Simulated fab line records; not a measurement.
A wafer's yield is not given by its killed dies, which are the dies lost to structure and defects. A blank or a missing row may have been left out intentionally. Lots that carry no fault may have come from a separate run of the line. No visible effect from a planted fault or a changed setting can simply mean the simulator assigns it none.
Struck lot and sound lot, side by side / flow nand harc / 40 out of 1302 route steps
Sound: the wafers L717.4, L717.5, L717.6. Struck: wafer L722.1 (L722.2, L722.4, from the same lot, were not struck and are left out); the cause is given at the end.
At each step with rows: each side's tool, then ch and its chambers, then its first start. Under that, the readings that differ: sound wafers / struck wafers / difference of the means / sigmas: that difference in standard deviations of wafers without a fault.
alike: same words and numbers on both sides, and readings whose means sit less than 2 such deviations apart. not compared: any withheld reading, any reading some wafer has no value for, any bound like >300 that may hide the same value, and any number with overlapping values for which the record gives no deviation.
A row with sigmas, a row that says differs or no value, or rows on one side alone: a step with any of these is where the two part. Numbers that don't overlap but have no deviation are shown without sigmas and don't part them. A reading that every wafer of one side lacks parts them only if that side has two wafers or more.

first, 1 step without rows for these wafers: NHARC_A_BONDPAD_HARDBAKE_10 (time 65 s).
NHARC_A_BONDPAD_DESCUM_11: chemistry O2, time 3 s.
  sound on rie diel-09 ch 0,3, day 25 10:26; struck on rie diel-09 ch 2, day 27 21:32
  alike: drypump motor current A, oes product au, rf vpp V, showerhead plenum p Torr, throttle valve pct
  not compared: rf hours counter h
then, 2 steps without rows for these wafers: NHARC_A_BONDPAD_ETCH_34 (etches the open film in N2/H2, target depth 60 nm, overetch 18 nm, time 65.91 s); NHARC_A_BONDPAD_ETCH_12 (etches the open film in CHF3/O2, target depth 220 nm, time 110 s).
NHARC_A_BONDPAD_CD_MEAS_13:
  sound on cd sem-03, day 25 10:45; struck on cd sem-02, day 27 21:52
  alike: cd nm
then, 3 steps without rows for these wafers: NHARC_A_BONDPAD_STRIP_15 (strips in O2); NHARC_A_BONDPAD_ETCH_24 (etches the open film in CF4/N2, target depth 30 nm, time 72.99 s); NHARC_A_BONDPAD_STRIP_16 (strips in post etch residue remover, time 600 s).
NHARC_A_BONDPAD_DEGAS_25: time 60 s.
  sound on pvd sputter-03, day 25 11:22; struck on pvd sputter-01, day 27 22:29
  alike: heater power w, susceptor temp C
then, 3 steps without rows for these wafers: NHARC_A_BONDPAD_PRE_CLEAN_26 (time 30 s); NHARC_A_BONDPAD_PVD_17 (deposits TaN, target thk 5 nm, time 8.06 s); NHARC_A_BONDPAD_PVD_27 (deposits Cu, target thk 30 nm, time 20.49 s).
NHARC_A_BONDPAD_ECD_18: material Cu, target thk 400 nm.
  sound on ecd cu-01 ch 0,1, day 25 11:53; struck on ecd cu-01 ch 0,1, day 27 22:50
then, 1 step without rows for these wafers: NHARC_A_BONDPAD_ANNEAL_28 (time 90 s).
NHARC_A_BONDPAD_CMP_19: polishes, t overpolish 30 s, cu recess touch 16 s, target thk 169.82 nm.
  sound on cmp-04 ch 0,1,2, day 25 12:33; struck on cmp-03 ch 2, day 27 23:36
  alike: motor current A, overpolish run s
  not compared: pad life wafers
then, 1 step without rows for these wafers: NHARC_A_BONDPAD_SRD_21 (time 30 s, dry time 20 s).
NHARC_A_BONDPAD_INSPECT_23:
  sound on defect inspect-02, day 25 12:59; struck on defect inspect-02, day 28 00:08
  alike: raw defect count
then, 5 steps without rows for these wafers: NHARC_HYBRID_BOND_ACTIVATE_00 (chemistry N2, time 60 s); NHARC_HYBRID_BOND_PRECLEAN_01 (cleans in DIW, time 300 s); NHARC_HYBRID_BOND_SRD_02 (time 30 s, dry time 20 s); NHARC_HYBRID_BOND_BOND_03; NHARC_HYBRID_BOND_ANNEAL_04 (time 7200 s).
NHARC_HYBRID_BOND_OVL_MEAS_05:
  the record has rows for the sound wafers here (overlay-01, day 26 00:23) and none for the struck ones
NHARC_HYBRID_BOND_INSPECT_06: inspects for defects (ir void).
  the record has rows for the sound wafers here (defect inspect-02, day 26 00:26) and none for the struck ones
then, 1 step without rows for these wafers: NHARC_THIN_TSV_GRIND_00.
NHARC_THIN_TSV_CMP_01: polishes.
  the record has rows for the sound wafers here (cmp-02 ch 1,2,3, day 26 01:53) and none for the struck ones
NHARC_THIN_TSV_THK_MEAS_02: measures by ir.
  the record has rows for the sound wafers here (film metro-01, day 26 02:05) and none for the struck ones
then, 3 steps without rows for these wafers: NHARC_THIN_TSV_SRD_03; NHARC_THIN_TSV_PRECLEAN_41 (cleans in SC1); NHARC_THIN_TSV_SRD_42.
NHARC_THIN_TSV_DEP_43: deposits SiO2, target thk 1328.5 nm.
  the record has rows for the sound wafers here (pecvd-01 ch 0,1,2, day 26 02:27) and none for the struck ones
then, 8 steps without rows for these wafers: NHARC_THIN_TSV_DEHYDRATE_04 (time 120 s); NHARC_THIN_TSV_HMDS_05 (time 30 s); NHARC_THIN_TSV_COAT_06; NHARC_THIN_TSV_SOFTBAKE_07 (time 95 s); NHARC_THIN_TSV_EBR_08; NHARC_THIN_TSV_EXPOSE_09 (exposes mask TSV); NHARC_THIN_TSV_PEB_10 (peb time 85 s); NHARC_THIN_TSV_DEVELOP_11 (time 70 s).
NHARC_END_SORT_01:
  only the struck wafers appear in the record here, on prober-02 ch 0 at day 29 02:35; the sound ones have no rows

## WHERE THEY PART
Last at NHARC_END_SORT_01 as far as this record goes, first at NHARC_HYBRID_BOND_OVL_MEAS_05.

WHY: the cause the simulator had injected
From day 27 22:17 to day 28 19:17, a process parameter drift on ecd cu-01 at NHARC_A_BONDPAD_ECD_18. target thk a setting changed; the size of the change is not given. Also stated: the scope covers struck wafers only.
